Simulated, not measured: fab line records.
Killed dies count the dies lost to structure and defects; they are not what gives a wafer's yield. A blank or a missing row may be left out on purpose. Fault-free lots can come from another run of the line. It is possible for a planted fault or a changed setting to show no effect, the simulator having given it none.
fab line records	flow nandHarc
[record] lots = 12	wafers = 35	lastDay = 33
route steps=1302 shown A_SLIT@936 A_WL_FILL@954 END@1302
lots untouched by any fault: they come from a run of this same line in which no faults occurred
startH: hours from the record's first day to the start of the lot's first wafer shown	waitH: hours elapsed since this lot's preceding step	" the same as in the row above	L1.1+2: several wafers, shown together as one row	- either no value or no given start	* or withheld: withheld	< > ~ a bound
route shown NAME@n: a module of which the file shows steps, and the number in the route of the first	usual: mean/standard deviation taken from wafers without a fault	same: alike in all rows	chamber/n: place in a boat	sites: the reading at each site	_std_site: standard deviation of those values	_edge_site: mean of outer sites minus mean of inner sites	radiusMm: how far each site lies from the wafer's centre	mask NAME#n: copy n	behind: the tool/chamber that last shaped the wafer	hold: why the lot was held/for how many hours/how that ended	device: the n, p or np transistor that did not switch	end of line: the tests these same wafers got at the end of their route	a step given without rows: its recipe and nothing more	killed: count of dies lost to structure and defects at first sort (not the wafer's yield)	map: a wafer's dies, x killed, . not, _ none there
set.NAME: the setting the step ran with; set.NAME@STEP: the setting that earlier step ran with	model.NAME: the simulator's own value behind a step, which no gauge read
steps of the route over a sample of lots; a table a step, a row a wafer
services: from which hour (startH, from the record's first day; less than 0 if before it) a tool's chamber was out of use, for how many hours, and why
[[steps]]
[step NHARC_A_SLIT_DESCUM_14]
[recipe] timeS = 3	o2FlowSccm = 200	arFlowSccm = 0	biasPowerW = 0	chemistry = O2
[usual] drypumpMotorCurrentA = 5.8/0.45	oesProductAu = 1.002/0.0092	rfVppV = 57.9/0.88	showerheadPlenumPTorr = 1.92/0.085	throttleValvePct = 11.314/0.0086
[same] biasPowerW = 0
lot.wafer	tool	chamber	startH	waitH	drypumpMotorCurrentA	oesProductAu	rfHoursCounterH	rfVppV	showerheadPlenumPTorr	throttleValvePct
L363.1	rieDiel-07	3	461.76	0.1	5.2	0.999	10.3	57.9	2.04	11.323
L363.3	"	2	"	"	5.8	0.996	9.6	59.5	1.97	11.316
L363.6	"	0	"	"	5.8	1.010	-	58.7	1.99	11.328
L366.3	rieDiel-03	2	474.96	0.1	5.7	0.988	0.1	57.8	1.79	11.305
L366.4	"	1	"	"	4.8	0.997	0.1	58.1	1.83	11.312
L366.6	"	3	"	"	6.6	0.990	-	57.8	1.89	11.310
L367.2	rieDiel-03	1	478.71	0.1	4.8	1.002	1.5	57.7	1.83	11.315
L367.3	"	3	"	"	6.6	0.994	1.4	58.2	1.89	11.318
L367.5	"	1	"	"	4.8	1.012	-	57.0	1.83	11.320
L369.4	rieDiel-05	0	507.94	0.1	5.5	1.014	3.5	58.1	1.86	11.315
L369.1	"	1	"	"	6.2	1.018	3.6	57.6	1.90	11.320
L369.6	"	2	"	"	6.1	0.994	-	59.4	2.02	11.320
L374.2	rieDiel-07	3	556.74	0.1	5.2	1.001	5.6	59.4	2.04	11.293
L374.1	"	0	"	"	5.8	1.009	4.7	58.0	1.99	11.300
L374.3	"	1	"	"	6.2	1.010	3.3	59.2	2.02	11.303
L375.2	rieDiel-05	3	557.39	0.1	6.1	1.001	6.3	56.5	1.82	11.296
L375.3	"	2	"	"	6.1	0.981	6.4	58.9	2.02	11.311
L375.6	"	3	"	"	6.1	1.004	-	58.3	1.82	11.310
L373.2	rieDiel-07	2	560.52	0.1	5.9	0.996	5.5	57.7	1.97	11.318
L373.4	"	3	"	"	5.2	1.004	-	57.8	2.04	11.326
L373.5	"	1	"	"	6.2	1.021	-	59.6	2.02	11.311
L372.3	rieDiel-05	0	567.34	0.1	5.4	1.013	6.6	57.7	1.86	11.316
L372.1	"	1	"	"	6.3	1.027	6.2	59.5	1.90	11.326
L372.5	"	3	"	"	6.1	0.998	-	56.2	1.82	11.298
L380.3	rieDiel-05	0	614.76	0.1	5.5	0.994	1.4	58.8	1.86	11.319
L380.2	"	1	"	"	6.3	0.995	1.0	57.0	1.90	11.307
L380.6	"	1	"	"	6.3	0.999	-	57.4	1.90	11.311
L383.2	rieDiel-05	0	652.08	0.1	5.5	0.994	4.6	57.3	1.86	11.323
L383.4	"	1	"	"	6.3	0.998	4.3	58.9	1.90	11.322
L384.3	rieDiel-07	3	659.32	0.1	5.2	1.014	0.1	57.5	2.04	11.306
L384.2	"	0	"	"	5.8	1.020	0.1	58.7	1.99	11.320
L384.6	"	0	"	"	5.8	1.019	-	57.6	1.99	11.325
L385.2	rieDiel-03	3	681.11	0.1	6.6	0.999	1.3	58.5	1.88	11.306
L385.4	"	0	"	"	5.2	1.007	1.3	59.1	1.83	11.310
L385.5	"	0	"	"	5.2	1.009	-	58.2	1.83	11.316
[step NHARC_A_SLIT_ETCH_17]
[recipe] biasV = 900	sourceW = withheld	pressureMtorr = 20	arFlowSccm = 375	c4f8FlowSccm = 83.3	o2FlowSccm = 41.7	timeS = 4254.5	targetDepthA = 2.03e+05	chemistry = C4F8/O2/Ar
[usual] c4f8FlowSccm = 83.35/0.25	drypumpMotorCurrentA = 5.6/0.56	showerheadPlenumPTorr = 3.63/0.14	throttleValvePct = 32.046/0.0088
lot.wafer	tool	chamber	startH	waitH	c4f8FlowSccm	drypumpMotorCurrentA	rfHoursCounterH	showerheadPlenumPTorr	throttleValvePct
L363.1	harEtch-02	0	463.02	-	83.15	6.1	39	3.91	32.028
L363.3	"	1	464.84	-	83.75	6.0	-	3.62	32.052
L363.6	"	1	466.05	-	83.92	6.0	-	3.62	32.038
L366.3	harEtch-01	1	477.84	-	83.83	5.7	-	3.51	32.045
L366.4	"	0	"	"	83.97	4.7	-	3.65	32.038
L366.6	"	0	479.63	-	83.48	4.7	-	3.66	32.052
L367.2	harEtch-01	0	484.22	-	83.41	4.7	257	3.65	32.034
L367.3	"	1	486.05	-	82.74	5.7	-	3.51	32.047
L367.5	"	1	487.28	-	82.99	5.7	-	3.51	32.040
L369.1	harEtch-01	0	512.57	-	83.18	4.7	272	3.64	32.066
L369.4	"	1	514.38	-	83.37	5.7	-	3.50	32.041
L369.6	"	1	515.59	-	83.54	5.7	-	3.50	32.061
L374.1	harEtch-02	0	557.98	-	82.88	6.1	92	3.88	32.036
L374.2	"	1	"	"	83.68	6.0	92	3.59	32.039
L374.3	"	1	559.82	-	83.14	6.0	-	3.59	32.064
L375.2	harEtch-01	0	559.64	-	83.42	4.7	299	3.63	32.059
L375.3	"	1	"	"	83.61	5.7	-	3.48	32.036
L375.6	"	1	561.47	-	83.65	5.7	-	3.48	32.055
L373.2	harEtch-02	1	562.03	-	83.81	6.0	96	3.59	32.043
L373.4	"	0	563.83	-	83.26	6.1	-	3.88	32.045
L373.5	"	1	"	"	82.94	6.1	-	3.59	32.050
L372.1	harEtch-01	1	568.58	-	83.46	5.7	303	3.48	32.060
L372.3	"	0	570.41	-	82.95	4.7	-	3.63	32.043
L372.5	"	1	"	"	83.43	5.7	-	3.48	32.055
L380.2	harEtch-01	0	616.86	-	83.42	4.7	333	3.61	32.050
L380.3	"	1	"	"	83.23	5.7	-	3.47	32.052
L380.6	"	1	618.67	-	83.51	5.7	-	3.47	32.051
L383.2	harEtch-01	1	653.35	-	83.18	5.7	352	3.46	32.034
L383.4	"	0	655.17	-	83.31	4.7	-	3.60	32.051
L384.2	harEtch-02	0	663.08	-	83.43	6.1	154	3.85	32.035
L384.3	"	0	664.28	-	83.47	6.1	-	3.85	32.056
L384.6	"	0	665.49	-	83.42	6.1	-	3.85	32.055
L385.2	harEtch-01	1	682.36	-	83.36	5.7	367	3.45	32.040
L385.4	"	1	683.59	-	83.77	5.7	-	3.45	32.048
L385.5	"	0	685.44	-	83.18	4.7	-	3.59	32.040
[step NHARC_A_WL_FILL_ALD_02]
[recipe] targetThkA = 20	pulseTimeS = 3	aldCycles = 100	tempC = 450	material = TiN
[usual] aldCycles = 100/0	heaterPowerW = 1066/140	precursorPulseHeightRel = 0.999/0.02	susceptorTempC = 450.00/0.22
lot.wafer	tool	chamber	startH	waitH	aldCycles	heaterPowerW	precursorPulseHeightRel	susceptorTempC
L363.1	aldMetal-01	1	475.21	0.2	100	1082	0.997	449.64
L363.3	"	2	"	"	100	946	0.974	449.86
L363.6	"	1	"	"	100	1076	1.016	450.07
L366.4	aldMetal-01	0	488.84	0.2	100	957	0.983	449.97
L366.3	"	1	"	"	100	1076	0.990	449.93
L366.6	"	3	"	"	100	1095	0.972	450.04
L367.3	aldMetal-04	1	496.47	0.1	100	908	1.041	449.77
L367.2	"	0	"	"	100	971	1.008	449.70
L367.5	"	2	"	"	100	1257	0.997	449.80
L369.4	aldMetal-02	3	525.98	0.1	100	1278	0.996	450.03
L369.1	"	2	"	"	100	868	0.983	450.13
L369.6	"	3	"	"	100	1276	0.990	450.05
L374.3	aldMetal-02	3	570.39	0.1	100	1264	0.961	449.87
L374.1	"	0	"	"	100	1079	1.007	449.95
L374.2	"	2	"	"	100	846	0.997	450.03
L375.3	aldMetal-04	2	570.39	0.2	100	1254	1.031	-
L375.2	"	3	"	"	100	1228	1.006	-
L375.6	"	2	"	"	100	1272	1.020	-
L373.2	aldMetal-01	1	574.28	0.2	100	1051	1.008	450.34
L373.4	"	3	"	"	100	1170	1.013	449.71
L373.5	"	0	"	"	100	963	1.015	449.81
L372.3	aldMetal-01	2	580.97	0.1	100	926	1.010	-
L372.1	"	0	"	"	100	991	1.003	-
L372.5	"	3	"	"	100	1163	1.012	-
L380.2	aldMetal-04	0	628.68	0.2	100	1003	1.036	-
L380.3	"	3	"	"	100	1236	0.997	-
L380.6	"	0	"	"	100	999	0.990	-
L383.2	aldMetal-04	1	665.69	0.2	44	956	0.997	450.13
L383.4	"	0	"	"	44	1045	0.983	450.19
L384.2	aldMetal-04	3	675.53	0.2	44	1244	0.982	450.10
L384.3	"	0	"	"	100	1041	1.003	449.81
L384.6	"	2	"	"	100	1256	0.991	450.13
L385.2	aldMetal-04	1	694.78	0.2	44	910	0.985	450.29
L385.4	"	2	"	"	44	1262	0.973	450.18
L385.5	"	0	"	"	100	1029	1.029	450.03
[step NHARC_A_WL_FILL_ETCHBACK_04]
[recipe] targetDepthA = 600	timeS = 120	chemistry = NF3
[usual] drypumpMotorCurrentA = 5.7/0.43	oesProductAu = 0.999/0.0082
lot.wafer	tool	chamber	startH	waitH	drypumpMotorCurrentA	oesProductAu	rfHoursCounterH
L363.1	rieMetal-03	1	476.02	0.3	5.5	1.007	2.3
L363.3	"	1	"	"	5.6	1.012	-
L363.6	"	1	"	"	5.6	1.010	-
L366.3	rieMetal-01	1	489.65	0.3	5.8	1.008	-
L366.4	"	0	"	"	5.5	1.006	-
L366.6	"	0	"	"	5.5	1.000	-
L367.2	rieMetal-03	1	497.31	0.4	5.6	0.994	2.7
L367.3	"	1	"	"	5.5	1.015	-
L367.5	"	0	"	"	5.6	0.989	-
L369.1	rieMetal-01	0	526.85	0.4	5.5	1.002	2.9
L369.4	"	0	"	"	5.5	0.996	-
L369.6	"	0	"	"	5.5	1.007	-
L375.2	rieMetal-03	0	571.16	0.3	5.6	0.995	0.5
L375.3	"	1	"	"	5.6	1.005	-
L375.6	"	0	"	"	5.6	0.992	-
L374.2	rieMetal-01	1	571.20	0.3	5.8	1.016	2.7
L374.1	"	0	"	"	5.5	1.010	3.6
L374.3	"	0	"	"	5.5	1.006	-
L373.2	rieMetal-02	0	575.08	0.4	5.4	1.009	1.5
L373.4	"	0	"	"	5.3	1.013	-
L373.5	"	0	"	"	5.4	1.005	-
L372.1	rieMetal-02	0	581.82	0.4	5.4	0.995	2.0
L372.3	"	1	"	"	6.6	1.000	-
L372.5	"	0	"	"	5.4	1.000	-
L380.2	rieMetal-02	0	629.49	0.3	5.3	0.989	2.7
L380.3	"	0	"	"	5.3	0.999	-
L380.6	"	0	"	"	5.4	1.003	-
L383.2	rieMetal-03	0	666.54	0.4	5.6	0.990	2.5
L383.4	"	1	"	"	5.6	1.002	-
L384.2	rieMetal-01	1	676.26	0.3	5.8	1.008	1.5
L384.3	"	1	"	"	5.8	1.003	-
L384.6	"	1	"	"	5.8	1.000	-
L385.2	rieMetal-01	1	695.83	0.5	5.8	1.011	1.8
L385.4	"	0	"	"	5.5	0.989	-
L385.5	"	0	"	"	5.5	0.996	-
[step NHARC_END_SORT_01]
[recipe] tempC = 25
[usual] killedAtArray = 58/18	killedAtOther = 1.0/1.5	killedAtPeriphery = 4/3.1	killedDies = 64/18	killedOpen = 3.4/1.9	killedShort = 2.7/1.7
[same] grossDies = 677
lot.wafer	tool	chamber	startH	waitH	killedAtArray	killedAtOther	killedAtPeriphery	killedDies	killedOpen	killedShort
L383.2	prober-02	0	777.57	2.8	672	1	4	677	2	4
L383.4	prober-02	0	779.19	3.4	663	6	8	677	5	4
L384.2	prober-01	0	777.57	2.8	666	0	11	677	5	1
L384.3	prober-01	0	778.35	3.1	41	0	12	53	9	6
L384.6	prober-01	0	780.70	3.9	46	1	9	56	4	3
L385.2	prober-01	0	791.20	2.8	669	0	8	677	4	3
L385.4	prober-01	0	792.79	3.4	675	0	2	677	0	4
L385.5	prober-01	0	793.59	3.7	70	0	3	73	3	5
// killed by level:class
L383.2 A_WL_FILL:areaAld=601 A_CHANNEL_HOLE_D2:chamberFilmFlake=18 A_SLIT:chamberFilmFlake=18 A_CONTACT:chamberFilmFlake=12 A_CHANNEL_HOLE_D1:chamberFilmFlake=8 A_BONDPAD:chamberFilmFlake=7 A_ONON_D2:geometricParticle:short=2 P_ZERO_WELL:chamberFilmFlake=2
L384.2 A_WL_FILL:areaAld=633 A_CHANNEL_HOLE_D1:chamberFilmFlake=14 A_SLIT:chamberFilmFlake=10 P_GATE:chamberFilmFlake=7 A_CONTACT:chamberFilmFlake=4 A_CHANNEL_HOLE_D2:geometricParticle:open=2 A_STAIRCASE:chamberFilmFlake=2 P_CONTACT:geometricParticle:open=1
L384.3 A_CHANNEL_HOLE_D1:chamberFilmFlake=13 A_SLIT:chamberFilmFlake=9 P_GATE:chamberFilmFlake=5 A_CONTACT:chamberFilmFlake=5 A_STAIRCASE:chamberFilmFlake=3 P_CONTACT:geometricParticle:open=2 A_CHANNEL_FILL_D1:geometricParticle:open=2 A_ONON_D2:geometricParticle:short=2
L383.4 A_WL_FILL:areaAld=594 A_SLIT:chamberFilmFlake=30 A_CHANNEL_HOLE_D2:chamberFilmFlake=11 A_CONTACT:chamberFilmFlake=10 A_CHANNEL_HOLE_D1:chamberFilmFlake=8 THIN_TSV:chamberFilmFlake=6 A_BLC:geometricParticle:open=3 P_ZERO_WELL:chamberFilmFlake=3
L384.6 A_CHANNEL_HOLE_D1:chamberFilmFlake=14 A_CONTACT:chamberFilmFlake=13 A_SLIT:chamberFilmFlake=8 P_GATE:chamberFilmFlake=4 A_STAIRCASE:chamberFilmFlake=3 P_CONTACT:geometricParticle:open=2 P_CONTACT:chamberFilmFlake=2 A_CHANNEL_HOLE_D2:chamberFilmFlake=2
L385.2 A_WL_FILL:areaAld=603 A_SLIT:chamberFilmFlake=34 A_CHANNEL_HOLE_D2:chamberFilmFlake=22 A_WL_FILL:chamberFilmFlake=3 A_M0:geometricParticle:short=2 P_ZERO_WELL:chamberFilmFlake=2 P_GATE:chamberFilmFlake=2 A_CHANNEL_FILL_D1:chamberFilmFlake=2
L385.4 A_WL_FILL:areaAld=619 A_SLIT:chamberFilmFlake=24 A_CHANNEL_HOLE_D2:chamberFilmFlake=19 A_STAIRCASE:chamberFilmFlake=3 A_CHANNEL_FILL_D2:geometricParticle:short=2 A_WL_FILL:chamberFilmFlake=2 A_CONTACT:chamberFilmFlake=2 A_SGD_CUT:geometricParticle:short=1
L385.5 A_SLIT:chamberFilmFlake=35 A_CHANNEL_HOLE_D2:chamberFilmFlake=22 A_CONTACT:chamberFilmFlake=3 P_CONTACT:geometricParticle:open=1 P_M0:geometricParticle:short=1 A_SOURCE_PLATE:geometricParticle:short=1 A_ONON_D2:geometricParticle:short=1 A_WL_FILL:geometricParticle:short=1
[[services]]
tool	chamber	startH	hours	kind
rieMetal-03	-	467.29	0.3	repair
rieDiel-07	-	471.24	9.0	pm
aldMetal-04	-	474.00	10.0	pm
rieDiel-05	3	488.78	5.0	repair
aldMetal-01	2	491.18	8.7	repair
rieMetal-01	1	506.72	17.6	repair
harEtch-01	-	523.20	0.6	repair
aldMetal-01	-	526.00	10.0	pm
aldMetal-04	2	533.85	17.8	repair
aldMetal-01	0	541.55	8.4	repair
rieDiel-07	1	543.46	2.5	repair
rieDiel-05	0	547.85	1.2	repair
aldMetal-04	-	553.49	0.2	repair
rieDiel-07	0	560.11	10.3	repair
rieDiel-07	-	568.61	0.5	repair
rieMetal-01	-	575.00	9.0	pm
rieDiel-05	-	583.60	9.0	pm
rieDiel-05	2	613.38	4.1	repair
rieDiel-07	-	648.24	9.0	pm
aldMetal-04	-	652.00	10.0	pm
rieMetal-01	-	656.80	0.9	repair
rieDiel-05	-	657.26	1.0	repair
rieDiel-05	3	691.81	2.3	repair
rieMetal-01	-	694.77	0.6	repair
[[key]]
[firstSign] step = NHARC_A_WL_FILL_ALD_02	reading = aldCycles	direction = down	sigmas = 99+	usual = 100	struck = 44
[effect] step = NHARC_END_SORT_01	reading = killedAtArray	direction = up	sigmas = 35	usual = 58	struck = 669
[moreKillsBornAt] NHARC_A_WL_FILL_ALD_02@aldMetal-04 = 3050
metAt NHARC_A_WL_FILL_ALD_02
struckLots L383,L384,L385
struckWafers L383.2,L383.4,L384.2,L385.2,L385.4
laterRowsLeftOut L383.2,L383.4,L384.2,L385.2,L385.4
testerLeftOut L383,L384,L385
notActingAt NHARC_A_SLIT_DESCUM_14,NHARC_A_SLIT_ETCH_17,NHARC_A_WL_FILL_ETCHBACK_04
onsetBetween 628.68 665.69
[fault] kind = processParameterDrift	tool = aldMetal-04	chamber = -	onsetH = 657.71	steps = NHARC_A_WL_FILL_ALD_02	channel = aldCycles	offset = -56	shape = step	endH = 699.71	scope = struckWafersOnly	actsIn = theseRecipesOnly	stated = 100
// testerLeftOut: of these lots the tester's yield and bins aren't shown, on N5 and GAA mostly nor the transistor test; their killed dies are dies lost to structure and defects alone, not to doping, threshold or leakage, so they don't give the yield
// laterRowsLeftOut: the simulator's readings of these wafers behind a module that went badly wrong aren't trusted and aren't shown, but for the sort
